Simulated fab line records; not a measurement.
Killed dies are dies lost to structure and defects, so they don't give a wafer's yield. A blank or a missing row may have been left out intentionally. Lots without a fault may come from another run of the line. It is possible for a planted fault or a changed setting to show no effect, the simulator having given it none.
Which tool is to blame?    flow nand harc    13 lots with 39 wafers sampled at 5 steps, on a route of 1302 steps

## WHAT THE GAUGES SHOWED, per wafer
NHARC_THIN_TSV_CD_MEAS_33 targets a cd of 5000 nm. Usual: cd nm at 4999.7 nm, with a standard deviation of 1.3.
lot   measured      on         cd nm (nm)            flag
L762  day 23 10:56  cd sem-03  4999.3 5000.8 5001.8  
L764  day 24 18:14  cd sem-01  4999.5 4998.7 5001.0  
L766  day 25 06:14  cd sem-03  5000.9 5000.3 4999.0  
L765  day 25 07:25  cd sem-02  5002.4 5000.5 5000.1  
L769  day 30 12:55  cd sem-02  4999.6 4998.5 5000.0  
L770  day 30 15:13  cd sem-02  4999.8 4999.9 4999.5  
L772  day 30 16:26  cd sem-02  5001.7 5000.3 5000.4  
L771  day 30 17:31  cd sem-01  5001.9 5001.7 5001.9  
L774  day 30 18:57  cd sem-02  5000.0 5000.0 5000.1  
L773  day 30 20:08  cd sem-03  5000.7 5001.5 4999.9  
L776  day 31 00:51  cd sem-01  4998.5 4999.0         
L783  day 32 11:37  cd sem-02  4999.5 5000.6         
L784  day 33 08:19  cd sem-02  4999.9 4999.2 4998.2  

NHARC_END_SORT_01. Usual: killed at array 63, standard deviation 18; killed at other 1.1, standard deviation 1.3; killed at periphery 4.3, standard deviation 2.8; killed dies 68, standard deviation 18; killed open 3.3, standard deviation 2; killed short 2.4, standard deviation 1.6.
lot   measured      on         killed at array  killed at other  killed at periphery  killed dies  killed open  killed short  flag
L776  day 32 17:01  prober-01  675 68 68        0 2 1            2 6 0                677 76 69    1 10 1       5 2 2         OFF
L783  day 33 16:25  prober-01  667 64 75        2 1 0            8 14 12              677 79 87    4 5 7        3 5 6         OFF

## WHAT TOOL EACH LOT RAN ON (gives the tool, then ch and the chambers of the sampled wafers, and finally the start)
lot   NHARC_A_CONTACT_DEP_85           NHARC_THIN_TSV_DEP_43            NHARC_THIN_TSV_ETCH_59
L762  pecvd-04 ch 0,1,2, day 21 19:48  pecvd-02 ch 0,1,2, day 23 04:16  rie metal-03 ch 0,1, day 23 11:13
L764  pecvd-03 ch 0,1, day 22 22:00    pecvd-02 ch 0,1,2, day 24 11:37  rie metal-01 ch 0,1, day 24 18:34
L766  pecvd-04 ch 0,1,2, day 23 13:07  pecvd-03 ch 0,1,2, day 24 23:38  rie metal-03 ch 0,1, day 25 06:35
L765  pecvd-02 ch 0,1,2, day 23 14:46  pecvd-03 ch 0,2, day 25 00:49    rie metal-02 ch 0,1, day 25 07:46
L769  pecvd-04 ch 0,2, day 24 13:27    pecvd-01 ch 0,1,2, day 30 05:58  rie metal-01 ch 0,1, day 30 13:12
L770  pecvd-03 ch 0,2, day 25 23:08    pecvd-03 ch 1,2, day 30 08:26    rie metal-03 ch 0,1, day 30 15:31
L772  pecvd-03 ch 1,2, day 26 04:38    pecvd-02 ch 1,2, day 30 09:40    rie metal-01 ch 0,1, day 30 16:44
L771  pecvd-02 ch 0,2, day 26 12:18    pecvd-03 ch 0,1, day 30 10:48    rie metal-02 ch 0,1, day 30 17:49
L774  pecvd-04 ch 0,1,2, day 26 19:40  pecvd-01 ch 1,2, day 30 12:02    rie metal-01 ch 0,1, day 30 19:14
L773  pecvd-04 ch 0,2, day 27 05:33    pecvd-03 ch 0,2, day 30 13:20    rie metal-02 ch 1, day 30 20:29
L776  pecvd-03 ch 1,2, day 28 20:09    pecvd-02 ch 0,2, day 30 18:07    rie metal-03 ch 1, day 31 01:17
L783  pecvd-03 ch 1,2, day 30 13:34    pecvd-02 ch 1,2, day 32 04:55    rie metal-03 ch 0, day 32 11:58
L784  pecvd-04 ch 0,1,2, day 31 15:53  pecvd-02 ch 0,1,2, day 33 01:33  rie metal-03 ch 0,1, day 33 08:40
- NHARC_A_CONTACT_DEP_85: deposits SiON, target thk 60 nm.
- NHARC_THIN_TSV_DEP_43: deposits SiO2, target thk 1328.5 nm.
- NHARC_THIN_TSV_ETCH_59: etches the open film in Cl2/BCl3, target depth 880 nm, time 138.1 s.

## WHAT THE TOOLS THEMSELVES READ (means of the sampled wafers that have a number; where no wafer has one, the mark that the record gives instead)
NHARC_A_CONTACT_DEP_85. Usual: heater power w 807 W, standard deviation 90; showerhead vpp V 1137 V, standard deviation 55.
lot   tool      heater power w (W)  showerhead vpp V (V)  flag
L762  pecvd-04  821                 1166                  
L764  pecvd-03  903                 1070                  
L766  pecvd-04  750                 1154                  
L765  pecvd-02  731                 1148                  
L769  pecvd-04  800                 1145                  
L770  pecvd-03  805                 1094                  
L772  pecvd-03  857                 1129                  
L771  pecvd-02  772                 1143                  
L774  pecvd-04  846                 1146                  
L773  pecvd-04  826                 1187                  
L776  pecvd-03  730                 1143                  
L783  pecvd-03  827                 1148                  
L784  pecvd-04  826                 1165                  

NHARC_THIN_TSV_DEP_43. Usual: showerhead vpp V 1830 V, standard deviation 76; throttle valve pct 15.8 %, standard deviation 0.6.
lot   tool      showerhead vpp V (V)  throttle valve pct (%)  flag
L762  pecvd-02  1813                  15.8                    
L764  pecvd-02  1825                  15.9                    
L766  pecvd-03  1772                  15.0                    
L765  pecvd-03  1835                  15.3                    
L769  pecvd-01  1877                  16.3                    
L770  pecvd-03  1839                  15.3                    
L772  pecvd-02  1812                  16.2                    
L771  pecvd-03  1721                  15.1                    
L774  pecvd-01  1906                  16.1                    
L773  pecvd-03  1823                  15.3                    
L776  pecvd-02  1826                  16.2                    
L783  pecvd-02  1784                  16.4                    
L784  pecvd-02  1846                  16.2                    

NHARC_THIN_TSV_ETCH_59. Usual: drypump motor current A 5.5 A, standard deviation 0.52; oes product au 0.999 a.u., standard deviation 0.0076; throttle valve pct 22.265 %, standard deviation 0.01.
lot   tool          drypump motor current A (A)  oes product au (a.u.)  throttle valve pct (%)  flag
L762  rie metal-03  5.7                          0.995                  22.275                  
L764  rie metal-01  5.0                          0.998                  22.274                  
L766  rie metal-03  5.7                          0.999                  22.273                  
L765  rie metal-02  5.7                          1.002                  22.268                  
L769  rie metal-01  5.0                          1.006                  22.265                  
L770  rie metal-03  5.7                          0.997                  22.264                  
L772  rie metal-01  5.0                          1.001                  22.263                  
L771  rie metal-02  5.7                          0.992                  22.266                  
L774  rie metal-01  5.0                          1.001                  22.264                  
L773  rie metal-02  4.8                          0.990                  22.264                  
L776  rie metal-03  5.5                          1.003                  22.260                  
L783  rie metal-03  6.0                          1.007                  22.265                  
L784  rie metal-03  5.7                          1.001                  22.268                  

## THE ANSWER, worked out from the rows above alone
Rule: a lot is off if the mean of its wafers that have a number lies more than 3 standard deviations from the usual mean. A lot without any number at a reading at which 4 lots or more have one is off too. All remaining lots with rows at the step are treated as sound. Order of review: gauges by route order, followed by the tools' own readings, for which a lot's mean as printed above is used. At the first step where some lot is off, the reading lying furthest off is the one used; lots without a number count as furthest.
Off: L776, L783, at NHARC_END_SORT_01 (killed dies). Neither off nor sound, because the step has no rows for them: L762, L764, L766, L765, L769, L770, L772, L771, L774, L773, L784.
A tool fits if, at a process step before that reading, it ran every lot that is off, and no sound lot after the first of them. Those tools and the gauges at NHARC_END_SORT_01 are tried in the same way. Can't be told from this: 4 tools fit, pecvd-03 at NHARC_A_CONTACT_DEP_85, pecvd-02 at NHARC_THIN_TSV_DEP_43, rie metal-03 at NHARC_THIN_TSV_ETCH_59, prober-01 at NHARC_END_SORT_01.

## WHAT WAS PUT IN BY THE SIMULATOR
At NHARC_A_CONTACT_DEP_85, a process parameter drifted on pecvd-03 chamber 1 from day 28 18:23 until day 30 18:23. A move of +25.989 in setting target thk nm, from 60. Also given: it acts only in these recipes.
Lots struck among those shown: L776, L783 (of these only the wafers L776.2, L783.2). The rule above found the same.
